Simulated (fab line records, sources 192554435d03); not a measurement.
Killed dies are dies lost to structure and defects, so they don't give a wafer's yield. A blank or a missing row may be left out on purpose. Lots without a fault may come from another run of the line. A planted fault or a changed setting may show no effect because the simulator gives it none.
fab line records | flow n5_finfet
record lots=7 wafers=21
route steps=1938 shown BEOL_M9@1446 BEOL_M10@1470
start_h: hours from the record's first day to the start of the lot's first wafer shown | wait_h: hours since the lot's step before | " the same as in the row above | L1.1+2: a row that stands for several wafers | - no value, or no start given | * or withheld: withheld | < > ~ a bound
route shown NAME@n: a module of which the file shows steps, and the number in the route of the first | usual: mean/standard deviation of fault-free wafers | same: alike in all rows | chamber/n: place in a boat | sites: the reading at each site | _std_site: their standard deviation | _edge_site: outer sites' mean less inner sites' | radius_mm: how far each site lies from the wafer's centre | mask NAME#n: copy n | behind: the tool/chamber that last shaped the wafer | hold: why the lot was held/for how many hours/how that ended | device: the transistor (n, p or np) that didn't switch | end of line: the same wafers' tests at the end of the route | a step without rows: its recipe alone | killed: dies lost to structure and defects at the first sort, not the wafer's yield | map: a wafer's dies, x killed, . not, _ none there
set.NAME: the setting as run; set.NAME@STEP: as run at that earlier step | model.NAME: the simulator's own value behind a step, which no gauge read
lots whose settings were changed on purpose; a table a step, a row a wafer
## steps
# step N5_BEOL_M9_TRENCH_ETCH_37
# recipe chemistry=C4F6/O2 target_depth_a=1514.3 target=SiCOH_lowk time_s=49 ion_energy_ev=250 pressure_mtorr=30 source_w=345 bias_w=185 Ar_flow_sccm=300 C4F6_flow_sccm=10 O2_flow_sccm=10
# columns lot.wafer tool chamber start_h wait_h set.time_s model.etch.depth_nm model.BEOL_M9.feature_depth_nm model.TiN_of_BEOL_M9_HM_DEP_02.thk_nm
L075.3 rie_diel-02 2 - - 49 154.3 154.2 15.8
L075.4 " 0 " " 56.91 176.5 176.6 15.2
L075.6 " 1 " " 49 153.8 153.8 16
L076.3+5 rie_diel-01 3 - - 45.77 142.4 142.4 16
L076.6 " 0 " " 49 148.5 148.6 15.4
L080.1 rie_diel-02 0 - - 49 150.9 150.8 15.8
L080.2 " 1 " " 49 153.2 153.2 15.8
L080.3 " 2 " " 49 154.1 154.2 15.8
L081.1 rie_diel-06 3 - - 49 153.2 153.2 16
L081.2 " 2 " " 49 148.1 148.2 16
L081.4 " 1 " " 49 151 151 16
L083.2 rie_diel-01 3 - - 57.42 178.1 178 14.8
L083.5 " 0 " " 49 150.2 150.2 15.8
L083.6 " 3 " " 57.42 179.1 179 15
L085.4 rie_diel-01 0 - - 39.6 120.7 120.6 16.6
L085.5 " 1 " " 39.6 120.8 120.8 16.8
L085.6 " 0 " " 49 150.2 150.2 15.8
L092.2 rie_diel-02 0 - - 57.28 181.4 181.4 15
L092.5 " 1 " " 57.28 179.8 179.8 15
L092.6 " 2 " " 49 153 153 16
# step N5_BEOL_M9_ETCH_41
# recipe chemistry=CH3F/O2 target=SiCN target_depth_a=366 taper_deg=2 time_s=70.1 ion_energy_ev=120 mask_material=TiN pressure_mtorr=30 source_w=395 bias_w=75 Ar_flow_sccm=150 CH3F_flow_sccm=30 O2_flow_sccm=20
# step N5_BEOL_M9_STRIP_80
# recipe chemistry=N2/H2 time_s=10 power_w=450 temp_c=40 pressure_mtorr=20 rf_frequency_hz=6e+07 bias_power_w=7 n2_flow_sccm=200 h2_flow_sccm=200
# step N5_BEOL_M9_OCD_MEAS_38
# usual trench_depth_nm=151.4/2.1
# columns lot.wafer tool chamber start_h wait_h set.time_s@BEOL_M9_TRENCH_ETCH_37 trench_depth_nm
L075.3 ocd-02 - 211.47 - 49 154.2
L075.4 " - " " 56.91 176.5
L075.6 " - " " 49 153.7
L076.3 ocd-01 - 225.25 - 45.77 142.5
L076.5 " - " " 45.77 142.2
L076.6 " - " " 49 148.8
L080.1 ocd-01 - 241.25 - 49 151.0
L080.2 " - " " 49 153.2
L080.3 " - " " 49 154.8
L081.1 ocd-02 - 244.29 - 49 153.0
L081.2 " - " " 49 148.2
L081.4 " - " " 49 151.2
L083.2 ocd-01 - 267.96 - 57.42 177.4
L083.5 " - " " 49 150.2
L083.6 " - " " 57.42 179.0
L085.4 ocd-01 - 271.45 - 39.6 121.0
L085.5 " - " " 39.6 120.5
L085.6 " - " " 49 150.3
L092.2 ocd-01 - 330.97 - 57.28 181.7
L092.5 " - " " 57.28 179.5
L092.6 " - " " 49 153.9
# step N5_BEOL_M9_HM_STRIP_39
# recipe chemistry=peroxide_tin_strip material=TiN target_depth_a=250 temp_c=50 time_s=158
# step N5_BEOL_M9_SRD_40
# recipe time_s=30 temp_c=23 rinse_liquid=diw dry=ipa_marangoni
# step N5_BEOL_M9_ECD_50
# recipe material=Cu target_thk_a=3180
# step N5_BEOL_M9_ANNEAL_51
# recipe temp_c=225 time_s=90 ambient=N2
# step N5_BEOL_M9_CMP_52
# recipe stop_on=SiCOH_lowk t_overpolish_s=7 down_force_psi=1 platen_rpm=50 clearing_platen_down_force_psi=1.5 clearing_platen_rpm=50 post_cmp_clean=cu_alkaline target_thk_nm=140 clearing_platen_pad_velocity_m_s=0.99484 pad_velocity_m_s=0.99484
# columns lot.wafer tool chamber start_h wait_h set.time_s@BEOL_M9_TRENCH_ETCH_37 model.Cu_of_BEOL_M9_ECD_50.thk_nm
L075.3 cmp-02 3 215.15 0.2 49 143.4
L075.4 " 0 " " 56.91 165.2
L075.6 " 2 " " 49 142.4
L076.3 cmp-03 0 227.52 0.2 45.77 130
L076.6 " 3 " " 49 136.2
L076.5 " 0 " " 45.77 129.8
L080.2 cmp-02 3 243.24 0.2 49 142.2
L080.3 " 1 " " 49 142.8
L080.1 " 2 " " 49 139.6
L081.2 cmp-02 2 246.65 0.2 49 136.6
L081.4 " 3 " " 49 139.2
L081.1 " 0 " " 49 141.4
L083.2 cmp-03 0 270.17 0.2 57.42 164.6
L083.5 " 0 " " 49 137.8
L083.6 " 1 " " 57.42 168
L085.4 cmp-03 1 273.42 0.2 39.6 110.2
L085.5 " 0 " " 39.6 109.6
L085.6 " 1 " " 49 139
L092.2 cmp-04 2 333.32 0.2 57.28 169.6
L092.6 " 1 " " 49 140
L092.5 " 2 " " 57.28 166.4
# step N5_BEOL_M9_THK_MEAS_53
# recipe thk_meas_gauge=xrf reads=Cu_of_BEOL_M9_ECD_50
# usual M9_THK=140.6/2.4
# columns lot.wafer tool chamber start_h wait_h set.time_s@BEOL_M9_TRENCH_ETCH_37 M9_THK[nm]
L075.3 film_metro-01 - 215.41 - 49 145.0
L075.4 " - " " 56.91 166.9
L075.6 " - " " 49 144.3
L076.3 film_metro-02 - 227.78 - 45.77 131.6
L076.5 " - " " 45.77 130.5
L076.6 " - " " 49 137.9
L080.1 film_metro-01 - 243.54 - 49 140.1
L080.2 " - " " 49 144.0
L080.3 " - " " 49 143.6
L081.1 film_metro-02 - 246.95 - 49 142.3
L081.2 " - " " 49 136.7
L081.4 " - " " 49 139.7
L083.2 film_metro-02 - 270.46 - 57.42 164.3
L083.5 " - " " 49 137.7
L083.6 " - " " 57.42 168.7
L085.4 film_metro-01 - 273.68 - 39.6 111.4
L085.5 " - " " 39.6 110.2
L085.6 " - " " 49 140.1
L092.2 film_metro-02 - 333.58 - 57.28 172.8
L092.5 " - " " 57.28 169.3
L092.6 " - " " 49 143.1
# step N5_BEOL_M9_PRE_CLEAN_55
# recipe gas=NH3 time_s=15 temp_c=withheld rf_power_w=300
# step N5_BEOL_M9_DEP_56
# recipe material=SiCN target_thk_a=150 temp_c=withheld precursor=3MS/NH3 pressure_torr=3 rf_w=202 time_s=26.5
# step N5_BEOL_M9_RS_MEAS_57
# recipe thk_meas_gauge=four-point-probe reads=Cu_of_BEOL_M9_ECD_50+Co_of_BEOL_M9_CVD_78+TaN_of_BEOL_M9_ALD_74
# usual M9_RS=0.1511/0.0027
# columns lot.wafer tool chamber start_h wait_h set.time_s@BEOL_M9_TRENCH_ETCH_37 M9_RS[ohm/sq]
L075.3 film_metro-02 - 215.58 0.1 49 0.1467
L075.4 " - " " 56.91 0.1258
L075.6 " - " " 49 0.1476
L076.3 film_metro-01 - 228.07 0.2 45.77 0.1631
L076.5 " - " " 45.77 0.1640
L076.6 " - " " 49 0.1549
L080.1 film_metro-02 - 243.67 0.1 49 0.1511
L080.2 " - " " 49 0.1482
L080.3 " - " " 49 0.1472
L081.1 film_metro-02 - 247.08 0.1 49 0.1491
L081.2 " - " " 49 0.1548
L081.4 " - " " 49 0.1519
L083.2 film_metro-01 - 270.63 0.1 57.42 0.1261
L083.5 " - " " 49 0.1532
L083.6 " - " " 57.42 0.1232
L085.4 film_metro-01 - 273.81 0.0 39.6 0.1967
L085.5 " - " " 39.6 0.1982
L085.6 " - " " 49 0.1519
L092.2 film_metro-02 - 333.71 0.1 57.28 0.1224
L092.5 " - " " 57.28 0.1247
L092.6 " - " " 49 0.1507
# step N5_BEOL_M10_ILD_DEP_00
# recipe material=SiCOH_lowk target_thk_a=3085.1 temp_c=300 precursor=DEMS/porogen pressure_torr=5 rf_w=500 time_s=58
# columns lot.wafer tool chamber start_h wait_h set.time_s model.SiCOH_lowk_of_BEOL_M10_ILD_DEP_00.thk_nm
L075.3 pecvd-03 0 215.67 0.1 58 306.4
L075.4 " 1 " " 58 306
L075.6 " 1 " " 64.07 342.6
L076.3 pecvd-03 1 228.16 0.1 58 311
L076.5 " 0 " " 58 307.4
L076.6 " 1 " " 58 310.6
L080.1 pecvd-01 0 243.74 0.0 58 310
L080.2 " 2 " " 55.16 296
L080.3 " 1 " " 58 311
L081.1 pecvd-02 2 247.14 0.0 58 303.4
L081.2 " 0 " " 58 306.8
L081.4 " 1 " " 58 310.4
L083.2 pecvd-02 0 270.69 0.0 65.83 353.2
L083.5 " 1 " " 58 313.6
L083.6 " 2 " " 65.83 352.4
L085.4 pecvd-01 1 273.90 0.1 63.19 337.2
L085.5 " 2 " " 58 309
L085.6 " 0 " " 63.19 337.4
L092.2 pecvd-03 0 333.77 0.0 58 299.2
L092.5 " 1 " " 53.36 280.4
L092.6 " 2 " " 58 302.4
# step N5_BEOL_M10_CURE_71
# recipe temp_c=385 time_s=240 ambient=He/Ar material=SiCOH_lowk
# columns lot.wafer tool chamber start_h wait_h set.time_s@BEOL_M10_ILD_DEP_00 model.SiCOH_lowk_of_BEOL_M10_ILD_DEP_00.thk_nm
L075.3 uv_cure-02 1 215.91 0.2 58 266.2
L075.4 " 1 " " 58 265.8
L075.6 " 1 " " 64.07 298
L076.3 uv_cure-01 1 228.39 0.2 58 270.2
L076.5 " 1 " " 58 267
L076.6 " 1 " " 58 269.8
L080.1 uv_cure-02 1 243.82 0.0 58 269.4
L080.2 " 1 " " 55.16 257
L080.3 " 1 " " 58 270.2
L081.1 uv_cure-02 2 247.24 0.1 58 263.6
L081.2 " 2 " " 58 266.6
L081.4 " 2 " " 58 269.6
L083.2 uv_cure-02 1 270.85 0.1 65.83 307.6
L083.5 " 1 " " 58 272.6
L083.6 " 1 " " 65.83 306.8
L085.4 uv_cure-02 0 274.19 0.3 63.19 293.4
L085.5 " 0 " " 58 268.4
L085.6 " 0 " " 63.19 293.6
L092.2 uv_cure-01 0 333.93 0.1 58 259.8
L092.5 " 0 " " 53.36 243.2
L092.6 " 0 " " 58 262.6
# step N5_BEOL_M10_THK_MEAS_01
# recipe reads=SiCOH_lowk_of_BEOL_M10_ILD_DEP_00
# usual M10_ILD_THK=268/3.7
# columns lot.wafer tool chamber start_h wait_h set.time_s@BEOL_M10_ILD_DEP_00 M10_ILD_THK[nm]
L075.3 film_metro-01 - 216.26 0.3 58 266
L075.4 " - " " 58 266
L075.6 " - " " 64.07 298
L076.3 film_metro-02 - 228.75 0.3 58 270
L076.5 " - " " 58 267
L076.6 " - " " 58 270
L080.1 film_metro-02 - 244.33 0.4 58 269
L080.2 " - " " 55.16 257
L080.3 " - " " 58 270
L081.1 film_metro-02 - 247.75 0.4 58 263
L081.2 " - " " 58 267
L081.4 " - " " 58 270
L083.2 film_metro-01 - 271.28 0.4 65.83 308
L083.5 " - " " 58 272
L083.6 " - " " 65.83 307
L085.4 film_metro-01 - 274.47 0.2 63.19 294
L085.5 " - " " 58 268
L085.6 " - " " 63.19 294
L092.2 film_metro-01 - 334.37 0.4 58 260
L092.5 " - " " 53.36 243
L092.6 " - " " 58 263
# step N5_BEOL_M10_EXPOSE_08
# recipe mask_id=M10 na=1.35 source_shape=dipole sigma_inner=0.411 sigma_outer=0.611 polarization=te dose_mj=53.75
# columns lot.wafer tool chamber start_h wait_h mask set.dose_mj
L075.3 arfi_scanner-02 0 218.44 - M10#0 55.17
L075.4+6 " 0 " " M10#0 53.75
L076.3+5 arfi_scanner-01 0 229.82 - M10#0 53.75
L076.6 " 0 " " M10#0 57.02
L080.1+2+3 arfi_scanner-02 0 245.80 - M10#0 53.75
L081.1+2+4 arfi_scanner-01 0 249.08 - M10#0 53.75
L083.2+6 arfi_scanner-03 0 272.29 - M10#0 53.75
L083.5 " 0 " " M10#0 57.7
L085.4+5+6 arfi_scanner-03 0 276.26 - M10#0 53.75
L092.2+5 arfi_scanner-01 0 336.37 - M10#0 55.21
L092.6 " 0 " " M10#0 53.75
# step N5_BEOL_M10_PEB_09
# recipe peb_temp_c=withheld peb_time_s=60 resist=CAR-ArF
# step N5_BEOL_M10_DEVELOP_10
# recipe develop_time_s=30 developer=TMAH resist=CAR-ArF rinse_liquid=diw dry=air_spin dev_temp_c=23
# step N5_BEOL_M10_CD_MEAS_11
# recipe target_cd_nm=64.1 landing_energy_ev=500 detector=se_inlens polarity=opening
# usual cd_nm=64.1/0.54
# columns lot.wafer tool chamber start_h wait_h set.dose_mj@BEOL_M10_EXPOSE_08 cd_nm
L075.3 cd_sem-03 0 218.56 - 55.17 64.4
L075.4 " 0 " " 53.75 63.0
L075.6 " 0 " " 53.75 63.3
L076.3 cd_sem-02 0 229.93 - 53.75 64.2
L076.5 " 0 " " 53.75 63.9
L076.6 " 0 " " 57.02 67.8
L080.1 cd_sem-03 0 245.93 - 53.75 64.0
L080.2 " 0 " " 53.75 64.2
L080.3 " 0 " " 53.75 64.8
L081.1 cd_sem-01 0 249.20 - 53.75 63.6
L081.2 " 0 " " 53.75 63.6
L081.4 " 0 " " 53.75 63.6
L083.2 cd_sem-01 0 272.41 - 53.75 64.5
L083.5 " 0 " " 57.7 67.9
L083.6 " 0 " " 53.75 64.2
L085.4 cd_sem-01 0 276.37 - 53.75 63.8
L085.5 " 0 " " 53.75 63.9
L085.6 " 0 " " 53.75 64.2
L092.2 cd_sem-02 0 336.49 - 55.21 65.4
L092.5 " 0 " " 55.21 65.7
L092.6 " 0 " " 53.75 64.4
# step N5_BEOL_M10_DESCUM_16
# recipe chemistry=O2 time_s=7.9 source_power_w=50 bias_power_w=20 pressure_mtorr=20 rf_frequency_hz=2.712e+07 temp_c=40 resist=CAR-ArF o2_flow_sccm=225
# step N5_BEOL_M10_ETCH_61
# recipe chemistry=CF4 target=SiARC target_depth_a=390 mask_material=CAR-ArF time_s=65 ion_energy_ev=80 pressure_mtorr=40 source_w=545 bias_w=36 Ar_flow_sccm=100 cf4_flow_sccm=100 ends=cleared
# columns lot.wafer tool chamber start_h wait_h set.dose_mj@BEOL_M10_EXPOSE_08 model.BEOL_M10.cd_offset_nm
L075.3 rie_diel-04 3 218.90 0.0 55.17 0.8
L075.4 " 1 " " 53.75 -0.6
L075.6 " 1 " " 53.75 -0.2
L076.3+5 rie_diel-05 0,2 230.42 0.0 53.75 -0.2
L076.6 " 1 " " 57.02 3.6
L080.1 rie_diel-04 1 246.37 0.0 53.75 -0.2
L080.2 " 3 " " 53.75 0.4
L080.3 " 2 " " 53.75 0.6
L081.1+4 rie_diel-03 0,3 250.05 0.0 53.75 -0.8
L081.2 " 2 " " 53.75 -0.4
L083.2 rie_diel-04 3 272.71 0.0 53.75 0.2
L083.5 " 2 " " 57.7 4.2
L083.6 " 1 " " 53.75 -0.4
L085.4 rie_diel-04 1 276.71 0.0 53.75 -0.2
L085.5 " 2 " " 53.75 0
L085.6 " 1 " " 53.75 0.2
L092.2 rie_diel-05 1 336.95 0.0 55.21 1.6
L092.5 " 3 " " 55.21 1.8
L092.6 " 2 " " 53.75 0.4
# step N5_BEOL_M10_ETCH_62
# recipe chemistry=N2/H2 target=SOC target_depth_a=1100 overetch_a=220 mask_material=SiARC temp_c=40 time_s=165 ion_energy_ev=200 pressure_mtorr=30 source_w=840 bias_w=150 n2_flow_sccm=200 h2_flow_sccm=200
# columns lot.wafer tool chamber start_h wait_h set.dose_mj@BEOL_M10_EXPOSE_08 model.BEOL_M10.cd_offset_nm
L075.3 rie_diel-04 3 218.95 0.0 55.17 0.6
L075.4 " 1 " " 53.75 -0.2
L075.6 " 1 " " 53.75 0
L076.3 rie_diel-05 0 230.47 0.0 53.75 -0.2
L076.5 " 2 " " 53.75 -0.4
L076.6 " 1 " " 57.02 3.4
L080.1 rie_diel-04 1 246.42 0.0 53.75 0
L080.2 " 3 " " 53.75 0.4
L080.3 " 2 " " 53.75 0.2
L081.1 rie_diel-03 0 250.10 0.0 53.75 -0.6
L081.2 " 2 " " 53.75 -0.4
L081.4 " 3 " " 53.75 -0.8
L083.2 rie_diel-04 3 272.76 0.0 53.75 0.2
L083.5 " 2 " " 57.7 4.4
L083.6 " 1 " " 53.75 -0.2
L085.4 rie_diel-04 1 276.76 0.0 53.75 0
L085.5 " 2 " " 53.75 0.2
L085.6 " 1 " " 53.75 0.6
L092.2 rie_diel-05 1 337.00 0.0 55.21 1.6
L092.5 " 3 " " 55.21 1.8
L092.6 " 2 " " 53.75 0.4
# step N5_BEOL_M10_STRIP_68
# recipe chemistry=N2/H2 temp_c=40 n2_flow_sccm=200 h2_flow_sccm=200 rf_frequency_hz=6e+07
# step N5_BEOL_M10_STRIP_67
# recipe chemistry=CF4 resist=SiARC power_w=300 bias_power_w=75 pressure_mtorr=50 cf4_flow_sccm=150 rf_frequency_hz=6e+07
# step N5_BEOL_M10_HM_OPEN_17
# recipe chemistry=Cl2/BCl3 target_depth_a=200 overetch_a=60 target=TiN mask_material=SOC ion_energy_ev=150 pressure_mtorr=10 icp_w=1000 bias_w=126 Cl2_flow_sccm=53.25 bcl3_flow_sccm=21.75 Ar_flow_sccm=25
# step N5_BEOL_M10_STRIP_19
# recipe chemistry=O2 power_w=400 temp_c=40 pressure_mtorr=30 rf_frequency_hz=6e+07 bias_power_w=0 overash_fraction=0.2 o2_flow_sccm=225
# step N5_BEOL_M10_CD_MEAS_18
# recipe pitch_nm=140 target_cd_nm=70
# usual cd_nm=70.0/0.58
# columns lot.wafer tool chamber start_h wait_h set.dose_mj@BEOL_M10_EXPOSE_08 cd_nm
L075.3 cd_sem-03 - 219.32 0.1 55.17 70.5
L075.4 " - " " 53.75 69.9
L075.6 " - " " 53.75 70.2
L076.3 cd_sem-03 - 230.86 0.1 53.75 69.8
L076.5 " - " " 53.75 69.6
L076.6 " - " " 57.02 73.4
L080.1 cd_sem-01 - 246.79 0.0 53.75 69.9
L080.2 " - " " 53.75 70.2
L080.3 " - " " 53.75 70.4
L081.1 cd_sem-01 - 250.60 0.0 53.75 69.0
L081.2 " - " " 53.75 70.0
L081.4 " - " " 53.75 69.2
L083.2 cd_sem-01 - 273.16 0.1 53.75 70.6
L083.5 " - " " 57.7 74.4
L083.6 " - " " 53.75 69.9
L085.4 cd_sem-03 - 277.14 0.1 53.75 69.7
L085.5 " - " " 53.75 70.1
L085.6 " - " " 53.75 70.5
L092.2 cd_sem-02 - 337.40 0.1 55.21 71.7
L092.5 " - " " 55.21 71.9
L092.6 " - " " 53.75 70.4
# step N5_BEOL_M10_COAT_63
# recipe resist=SOC temp_c=250 time_s=60 spin_rpm=1500 resist_thk_nm=100
# step N5_BEOL_M10_COAT_64
# recipe resist=SiARC temp_c=220 time_s=60 spin_rpm=1500 resist_thk_nm=30
# step N5_BEOL_M10_PRECLEAN_42
# recipe chemistry=residue_remover time_s=60 temp_c=40
# step N5_BEOL_M10_SRD_43
# recipe time_s=30 temp_c=23 rinse_liquid=diw dry=ipa_marangoni
# step N5_BEOL_M10_CD_MEAS_35
# recipe target_cd_nm=70 polarity=opening
# usual cd_nm=69.9/0.6
# columns lot.wafer tool chamber start_h wait_h set.dose_mj@BEOL_M10_EXPOSE_08 cd_nm
L075.3 cd_sem-03 - 220.50 0.0 55.17 70.6
L075.4 " - " " 53.75 70.0
L075.6 " - " " 53.75 69.9
L076.3 cd_sem-02 - 232.10 0.0 53.75 69.8
L076.5 " - " " 53.75 69.4
L076.6 " - " " 57.02 73.8
L080.1 cd_sem-02 - 249.22 0.0 53.75 69.9
L080.2 " - " " 53.75 70.1
L080.3 " - " " 53.75 70.4
L081.1 cd_sem-02 - 252.12 0.0 53.75 69.4
L081.2 " - " " 53.75 69.8
L081.4 " - " " 53.75 69.2
L083.2 cd_sem-03 - 276.75 0.0 53.75 69.8
L083.5 " - " " 57.7 74.5
L083.6 " - " " 53.75 70.3
L085.4 cd_sem-02 - 279.54 0.0 53.75 70.1
L085.5 " - " " 53.75 70.3
L085.6 " - " " 53.75 70.4
L092.2 cd_sem-03 - 339.81 0.0 55.21 71.4
L092.5 " - " " 55.21 72.2
L092.6 " - " " 53.75 70.4
## key
split step=N5_BEOL_M9_TRENCH_ETCH_37 setting=time_s stated=49 by=wafer
response step=N5_BEOL_M9_TRENCH_ETCH_37 reading=model.etch.depth_nm change=+1.53 per=1% r=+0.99
response step=N5_BEOL_M9_TRENCH_ETCH_37 reading=model.BEOL_M9.feature_depth_nm change=+1.54 per=1% r=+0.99
response step=N5_BEOL_M9_TRENCH_ETCH_37 reading=model.TiN_of_BEOL_M9_HM_DEP_02.thk_nm change=-0.0518 per=1% r=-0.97
response step=N5_BEOL_M9_OCD_MEAS_38 reading=trench_depth_nm change=+1.52 per=1% r=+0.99
response step=N5_BEOL_M9_CMP_52 reading=model.Cu_of_BEOL_M9_ECD_50.thk_nm change=+1.53 per=1% r=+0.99
response step=N5_BEOL_M9_THK_MEAS_53 reading=M9_THK change=+1.54 per=1% r=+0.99
response step=N5_BEOL_M9_RS_MEAS_57 reading=M9_RS change=-0.00178 per=1% r=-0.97
split step=N5_BEOL_M10_ILD_DEP_00 setting=time_s stated=58 by=wafer
response step=N5_BEOL_M10_ILD_DEP_00 reading=model.SiCOH_lowk_of_BEOL_M10_ILD_DEP_00.thk_nm change=+3.04 per=1% r=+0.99
response step=N5_BEOL_M10_CURE_71 reading=model.SiCOH_lowk_of_BEOL_M10_ILD_DEP_00.thk_nm change=+2.68 per=1% r=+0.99
response step=N5_BEOL_M10_THK_MEAS_01 reading=M10_ILD_THK change=+2.69 per=1% r=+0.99
split step=N5_BEOL_M10_EXPOSE_08 setting=dose_mj stated=53.75 by=wafer
response step=N5_BEOL_M10_CD_MEAS_11 reading=cd_nm change=+0.524 per=1% r=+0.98
response step=N5_BEOL_M10_ETCH_61 reading=model.BEOL_M10.cd_offset_nm change=+0.583 per=1% r=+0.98
response step=N5_BEOL_M10_ETCH_62 reading=model.BEOL_M10.cd_offset_nm change=+0.572 per=1% r=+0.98
response step=N5_BEOL_M10_CD_MEAS_18 reading=cd_nm change=+0.553 per=1% r=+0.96
response step=N5_BEOL_M10_CD_MEAS_35 reading=cd_nm change=+0.602 per=1% r=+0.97
